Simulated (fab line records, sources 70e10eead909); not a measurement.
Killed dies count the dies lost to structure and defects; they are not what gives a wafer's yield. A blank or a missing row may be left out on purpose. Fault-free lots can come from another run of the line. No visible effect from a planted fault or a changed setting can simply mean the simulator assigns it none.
A single fault, viewed from 2 desks + flow nand harc + every desk sees just its own numbers, and what lay behind them comes last

## DESK OF THE TOOL OWNER: arfi scanner-02
The tool's own readings at NHARC_A_M1_EXPOSE_06 (exposes mask A M1, target cd 120 nm): means of the sampled wafers that have a number, for each lot that ran on this tool. If a lot's mean is further than 4 standard deviations from the usual mean, the lot is out of limits and carries the mark OUT (the distance appears in the brackets).
Columns: A = exposure dose mJ cm2 at NHARC_A_M1_EXPOSE_06, usual 75.10
| lot  | first seen here | A                       |
|------|-----------------|-------------------------|
| L447 | day 17 20:47    | 75.16                   |
| L450 | day 18 01:14    | 75.07                   |
| L458 | day 20 21:56    | 89.75 (+99 or more) OUT |
| L462 | day 21 03:04    | 87.01 (+99 or more) OUT |
| L459 | day 21 06:14    | 84.56 (+99 or more) OUT |
This desk's verdict: out of limits on L458, L459, L462, starting with L458 at day 20 21:56 (exposure dose mJ cm2 at NHARC_A_M1_EXPOSE_06). L447, L450: within limits.

## METROLOGY DESK
What the gauges read for every lot (on any tool): the sampled wafers with a number, averaged. If a lot's mean is further than 4 standard deviations from the usual mean, the lot is out of limits and carries the mark OUT (the distance appears in the brackets).
Columns: A = cd nm at NHARC_A_M0_CD_MEAS_16, usual 80.2 nm; B = cd nm at NHARC_A_M1_CD_MEAS_09, usual 119.6 nm
| lot  | first seen here | A    | B               |
|------|-----------------|------|-----------------|
| L447 | day 17 17:27    | 80.0 | 119.8           |
| L450 | day 17 21:42    | 80.3 | 120.1           |
| L446 | day 18 00:14    | 79.3 | 119.9           |
| L451 | day 18 02:40    | 80.3 | 120.0           |
| L452 | day 18 17:32    | 78.5 | 120.4           |
| L458 | day 20 17:47    | 79.9 | 131.2 (+17) OUT |
| L461 | day 20 23:17    | 80.5 | 119.1           |
| L462 | day 20 23:26    | 80.3 | 127.9 (+12) OUT |
| L459 | day 21 02:34    | 80.6 | 127.4 (+11) OUT |
| L465 | day 22 05:06    | 79.8 | 120.1           |
| L468 | day 22 19:09    | 80.2 | 119.9           |
This desk's verdict: out of limits on L458, L459, L462, starting with L458 at day 20 22:04 (cd nm at NHARC_A_M1_CD_MEAS_09). L447, L450, L446, L451, L452, L461, L465, L468: within limits.

## PUT TOGETHER
On L458, L459, L462, at day 20 21:56, an alarm was possible from the tool owner's desk.
L458, L459, L462 would have let the metrology desk raise an alarm at day 20 22:04.
Of the lots named, all ran NHARC_A_M1_EXPOSE_06 on arfi scanner-02.

## WHAT THE SIMULATOR HAD INSERTED
Process parameter drift: arfi scanner-02, from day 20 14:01 on, at NHARC_A_M1_EXPOSE_06. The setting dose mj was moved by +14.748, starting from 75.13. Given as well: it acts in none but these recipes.
Struck lots among those shown: L458, L459, L462.
Counting hours from when the fault started, the first reading out of limits came at 8 for the tool owner's desk and at 8 for the metrology desk.
